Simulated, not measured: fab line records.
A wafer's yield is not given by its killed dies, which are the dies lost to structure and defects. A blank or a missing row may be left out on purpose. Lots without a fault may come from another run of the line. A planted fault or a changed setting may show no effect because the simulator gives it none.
Which tool is to blame? + flow n5-finfet + 9 lots, 25 wafers sampled, at 7 steps of a route of 1938

WHAT EACH GAUGE READ, for each wafer
N5_BEOL_M2_THK_MEAS_53: measures by xrf. Usual: M2_THK gives 40.5 nm (standard deviation 1.2).
| lot  | measured     | on            | M2_THK (nm)    | flag |
|------|--------------|---------------|----------------|------|
| L816 | day 7 09:02  | film-metro-01 | 42.5 42.2 40.4 |      |
| L821 | day 8 11:45  | film-metro-01 | 145.8 160.9    | OFF  |
| L822 | day 8 18:05  | film-metro-02 | 154.1 38.6     | OFF  |
| L829 | day 10 12:43 | film-metro-02 | 41.1 42.0 39.2 |      |
| L830 | day 10 19:36 | film-metro-01 | 41.2 40.8 41.4 |      |
| L832 | day 10 23:38 | film-metro-01 | 41.6 40.4 40.7 |      |
| L835 | day 12 07:34 | film-metro-01 | 41.1 41.1 41.1 |      |
| L836 | day 12 16:46 | film-metro-02 | 39.8 42.1 41.9 |      |
| L837 | day 12 20:23 | film-metro-01 | 39.0 40.1 39.4 |      |

N5_BEOL_M2_INSPECT_59: inspects for defects (darkfield). Usual: raw-defect-count at 71, with a standard deviation of 26.
| lot  | measured     | on                | raw-defect-count | flag |
|------|--------------|-------------------|------------------|------|
| L816 | day 7 09:19  | defect-inspect-01 | 98 67 51         |      |
| L821 | day 8 12:02  | defect-inspect-01 | 5736 5731        | OFF  |
| L822 | day 8 18:24  | defect-inspect-02 | 5809 68          | OFF  |
| L829 | day 10 13:00 | defect-inspect-01 | 135 113 82       |      |
| L830 | day 10 19:53 | defect-inspect-01 | 84 110 95        |      |
| L832 | day 10 23:56 | defect-inspect-01 | 83 65 72         |      |
| L835 | day 12 07:51 | defect-inspect-01 | 83 71 48         |      |
| L836 | day 12 17:18 | defect-inspect-02 | 52 38 61         |      |
| L837 | day 12 20:40 | defect-inspect-02 | 51 82 72         |      |

N5_BEOL_M4_RC_MEAS_101. Usual: DIBL_N 36.3 mV/V, standard deviation 1.4; DIBL_P 36.2 mV/V, standard deviation 1.5; IOFF_N 0.160 nA/um, standard deviation 0.021; IOFF_P 0.211 nA/um, standard deviation 0.027; ION_N 676 uA/um, standard deviation 7.7; ION_P 463 uA/um, standard deviation 5.5; SS_N 71.4 mV/dec, standard deviation 0.57; SS_P 73.3 mV/dec, standard deviation 0.58; VT_N 249.3 mV, standard deviation 2.5; VT_P -250.1 mV, standard deviation 2.6.
| lot  | measured     | on        | DIBL_N (mV/V)  | DIBL_P (mV/V)  | IOFF_N (nA/um)    | IOFF_P (nA/um)    | ION_N (uA/um) | ION_P (uA/um) | SS_N (mV/dec)  | SS_P (mV/dec)  | VT_N (mV)         | VT_P (mV)            | flag |
|------|--------------|-----------|----------------|----------------|-------------------|-------------------|---------------|---------------|----------------|----------------|-------------------|----------------------|------|
| L816 | day 8 13:32  | prober-01 | 38.2 37.7 39.7 | 38.3 36.9 38.2 | 0.174 0.154 0.195 | 0.251 0.215 0.248 | 683 675 675   | 471 464 465   | 72.4 72.0 72.0 | 73.7 73.3 73.9 | 248.6 250.5 248.5 | -245.4 -246.7 -249.7 |      |
| L822 | day 9 23:01  | prober-01 | 36.6           | 34.4           | 0.144             | 0.193             | 665           | 468           | 70.8           | 72.9           | 248.3             | -249.8               |      |
| L829 | day 11 09:58 | prober-01 | 36.1 36.5 36.4 | 35.9 35.2 35.9 | 0.178 0.171 0.180 | 0.230 0.226 0.238 | 679 679 681   | 475 467 464   | 72.0 71.3 71.5 | 74.0 73.6 73.9 | 245.3 245.6 246.9 | -247.7 -244.8 -247.4 |      |
| L830 | day 11 20:47 | prober-02 | 35.1 38.3 39.6 | 33.8 38.1 38.9 | 0.132 0.192 0.220 | 0.212 0.283 0.301 | 677 686 697   | 465 475 480   | 70.5 72.5 72.0 | 72.9 73.9 74.3 | 249.9 246.7 242.6 | -245.2 -245.0 -244.7 |      |
| L832 | day 12 01:40 | prober-02 | 36.1 36.1 35.0 | 35.1 34.6 33.8 | 0.162 0.162 0.150 | 0.204 0.194 0.184 | 672 681 680   | 465 463 463   | 71.2 71.5 70.9 | 72.9 73.4 72.8 | 248.7 248.9 250.5 | -249.9 -252.3 -251.6 |      |
| L835 | day 13 08:55 | prober-02 | 36.2 33.3 35.4 | 37.0 34.4 36.0 | 0.155 0.112 0.134 | 0.210 0.168 0.185 | 681 667 676   | 465 460 465   | 71.0 70.5 71.1 | 72.6 72.3 72.1 | 248.7 252.3 250.8 | -248.2 -251.6 -252.4 |      |
| L836 | day 13 12:47 | prober-01 | 36.7 34.1 34.5 | 38.9 35.2 36.2 | 0.172 0.128 0.141 | 0.245 0.191 0.199 | 678 662 671   | 468 462 461   | 71.2 70.9 70.6 | 73.8 72.5 73.5 | 248.6 250.9 251.8 | -249.6 -248.4 -251.2 |      |
| L837 | day 13 20:19 | prober-01 | 36.9 36.1 37.2 | 37.2 36.4 37.9 | 0.179 0.162 0.189 | 0.233 0.231 0.242 | 680 683 687   | 468 469 471   | 71.7 71.4 72.7 | 73.4 74.0 74.3 | 249.0 249.9 247.6 | -246.6 -250.1 -248.8 |      |

WHAT TOOL EACH LOT RAN ON (gives the tool, then ch and the chambers of the sampled wafers, and finally the start)
| lot  | N5_BEOL_M2_ANNEAL_87         | N5_BEOL_M2_SPUTTER_90        | N5_BEOL_M2_CMP_52             | N5_BEOL_M2_CO_CAP_55             |
|------|------------------------------|------------------------------|-------------------------------|----------------------------------|
| L816 | pvd-sputter-02, day 7 07:14  | pvd-sputter-02, day 7 07:35  | cmp-03 ch 1,2, day 7 08:47    | cvd-co-01 ch 1,2, day 7 09:07    |
| L821 | pvd-sputter-02, day 8 09:57  | pvd-sputter-02, day 8 10:19  | cmp-03 ch 1,2, day 8 11:32    | cvd-co-01 ch 0,2, day 8 11:50    |
| L822 | pvd-sputter-02, day 8 16:09  | pvd-sputter-02, day 8 16:31  | cmp-03 ch 1,3, day 8 17:52    | cvd-co-02 ch 0,1, day 8 18:11    |
| L829 | pvd-sputter-02, day 10 10:54 | pvd-sputter-02, day 10 11:16 | cmp-04 ch 0,3, day 10 12:27   | cvd-co-02 ch 1,2, day 10 12:47   |
| L830 | pvd-sputter-02, day 10 17:47 | pvd-sputter-02, day 10 18:09 | cmp-04 ch 0,1,2, day 10 19:23 | cvd-co-01 ch 0,1, day 10 19:40   |
| L832 | pvd-sputter-03, day 10 21:45 | pvd-sputter-03, day 10 22:07 | cmp-01 ch 0,1,3, day 10 23:21 | cvd-co-02 ch 0,1,2, day 10 23:43 |
| L835 | pvd-sputter-03, day 12 05:45 | pvd-sputter-03, day 12 06:07 | cmp-03 ch 1,2,3, day 12 07:16 | cvd-co-01 ch 0,1,2, day 12 07:38 |
| L836 | pvd-sputter-03, day 12 13:55 | pvd-sputter-03, day 12 14:16 | cmp-01 ch 1,2,3, day 12 16:30 | cvd-co-01 ch 1,2, day 12 17:05   |
| L837 | pvd-sputter-01, day 12 18:34 | pvd-sputter-01, day 12 18:56 | cmp-03 ch 1,2, day 12 20:07   | cvd-co-02 ch 0,1,2, day 12 20:28 |
- N5_BEOL_M2_ANNEAL_87: time 240 s.
- N5_BEOL_M2_SPUTTER_90: material Cu, target thk 4.5 nm, time 8.29 s.
- N5_BEOL_M2_CMP_52: polishes, stops on SiOC, t overpolish 6.8 s, target thk 40 nm.
- N5_BEOL_M2_CO_CAP_55: material Co, precursor CCTBA/H2, target thk 2 nm, time 102.1 s.

WHAT THE TOOLS THEMSELVES READ (means of the sampled wafers that have a number; where no wafer has one, the mark that the record gives instead)
N5_BEOL_M2_ANNEAL_87. Usual: heater-power-w at 841 W, with a standard deviation of 87.
| lot  | tool           | heater-power-w (W) | flag |
|------|----------------|--------------------|------|
| L816 | pvd-sputter-02 | 812                |      |
| L821 | pvd-sputter-02 | 869                |      |
| L822 | pvd-sputter-02 | 772                |      |
| L829 | pvd-sputter-02 | 787                |      |
| L830 | pvd-sputter-02 | 783                |      |
| L832 | pvd-sputter-03 | 887                |      |
| L835 | pvd-sputter-03 | 896                |      |
| L836 | pvd-sputter-03 | 794                |      |
| L837 | pvd-sputter-01 | 882                |      |

N5_BEOL_M2_SPUTTER_90. Usual: throttle-valve-pct at 30.2 %, with a standard deviation of 0.88.
| lot  | tool           | throttle-valve-pct (%) | flag |
|------|----------------|------------------------|------|
| L816 | pvd-sputter-02 | 30.3                   |      |
| L821 | pvd-sputter-02 | 29.9                   |      |
| L822 | pvd-sputter-02 | 30.8                   |      |
| L829 | pvd-sputter-02 | 30.1                   |      |
| L830 | pvd-sputter-02 | 30.2                   |      |
| L832 | pvd-sputter-03 | 29.8                   |      |
| L835 | pvd-sputter-03 | 30.1                   |      |
| L836 | pvd-sputter-03 | 30.9                   |      |
| L837 | pvd-sputter-01 | 30.1                   |      |

N5_BEOL_M2_CMP_52. Usual: barrier-field-endpoint-s 24.6 s, standard deviation 0.57; edge-zone-pressure-frac 0.999, standard deviation 0.005; motor-current-A 6.5 A, standard deviation 0.6; overpolish-run-s 6.800 s, standard deviation 0.008; retaining-ring-pressure-frac 1.000, standard deviation 0.0049; time-to-endpoint-s 62.4 s, standard deviation 2.6.
| lot  | tool   | barrier-field-endpoint-s (s) | edge-zone-pressure-frac | motor-current-A (A) | overpolish-run-s (s) | retaining-ring-pressure-frac | time-to-endpoint-s (s) | flag |
|------|--------|------------------------------|-------------------------|---------------------|----------------------|------------------------------|------------------------|------|
| L816 | cmp-03 | 24.9                         | 0.998                   | 6.6                 | 6.800                | 0.993                        | 62.2                   |      |
| L821 | cmp-03 | 41.2                         | 1.002                   | 6.7                 | 0.033                | 1.002                        | 80.8                   | OFF  |
| L822 | cmp-03 | 32.6                         | 1.003                   | 6.3                 | 3.414                | 1.002                        | 70.3                   | OFF  |
| L829 | cmp-04 | 24.6                         | 0.998                   | 5.7                 | 6.796                | 1.009                        | 63.7                   |      |
| L830 | cmp-04 | 24.1                         | 0.999                   | 6.4                 | 6.799                | 1.003                        | 61.4                   |      |
| L832 | cmp-01 | 24.5                         | 0.996                   | 6.6                 | 6.796                | 1.001                        | 64.7                   |      |
| L835 | cmp-03 | 24.6                         | 0.997                   | 6.6                 | 6.799                | 0.999                        | 61.7                   |      |
| L836 | cmp-01 | 25.2                         | 1.000                   | 6.3                 | 6.802                | 1.000                        | 62.7                   |      |
| L837 | cmp-03 | 24.6                         | 0.998                   | 6.7                 | 6.792                | 0.997                        | 59.7                   |      |

N5_BEOL_M2_CO_CAP_55. Usual: chamber-pressure-Torr 30.00 Torr, standard deviation 0.071; heater-power-w 250 W, standard deviation 23.
| lot  | tool      | chamber-pressure-Torr (Torr) | heater-power-w (W) | flag |
|------|-----------|------------------------------|--------------------|------|
| L816 | cvd-co-01 | 29.96                        | 236                |      |
| L821 | cvd-co-01 | 29.95                        | 248                |      |
| L822 | cvd-co-02 | 29.89                        | 244                |      |
| L829 | cvd-co-02 | 30.02                        | 277                |      |
| L830 | cvd-co-01 | 30.01                        | 247                |      |
| L832 | cvd-co-02 | 30.05                        | 259                |      |
| L835 | cvd-co-01 | 30.01                        | 243                |      |
| L836 | cvd-co-01 | 29.99                        | 231                |      |
| L837 | cvd-co-02 | 29.95                        | 255                |      |

THE ANSWER, worked out from the rows above alone
Rule: a lot is off if the mean of its wafers that have a number lies more than 3 standard deviations from the usual mean. Also off: a lot with no number at a reading for which 4 or more lots have one. The other lots that the step has rows for count as sound. Order of review: gauges by route order, followed by the tools' own readings, for which a lot's mean as printed above is used. At the first step where some lot is off, the reading lying furthest off is the one used; lots without a number count as furthest.
Off: L821, L822, at N5_BEOL_M2_THK_MEAS_53 (M2_THK).
A tool fits if, at a process step before that reading, it ran every lot that is off, and no sound lot after the first of them. The gauges at N5_BEOL_M2_THK_MEAS_53 aren't tried: what is off there is off at N5_BEOL_M2_INSPECT_59 too, on other tools, and a gauge's error can't cause that. No candidate that was tried fits.

WHAT THE SIMULATOR HAD PUT IN
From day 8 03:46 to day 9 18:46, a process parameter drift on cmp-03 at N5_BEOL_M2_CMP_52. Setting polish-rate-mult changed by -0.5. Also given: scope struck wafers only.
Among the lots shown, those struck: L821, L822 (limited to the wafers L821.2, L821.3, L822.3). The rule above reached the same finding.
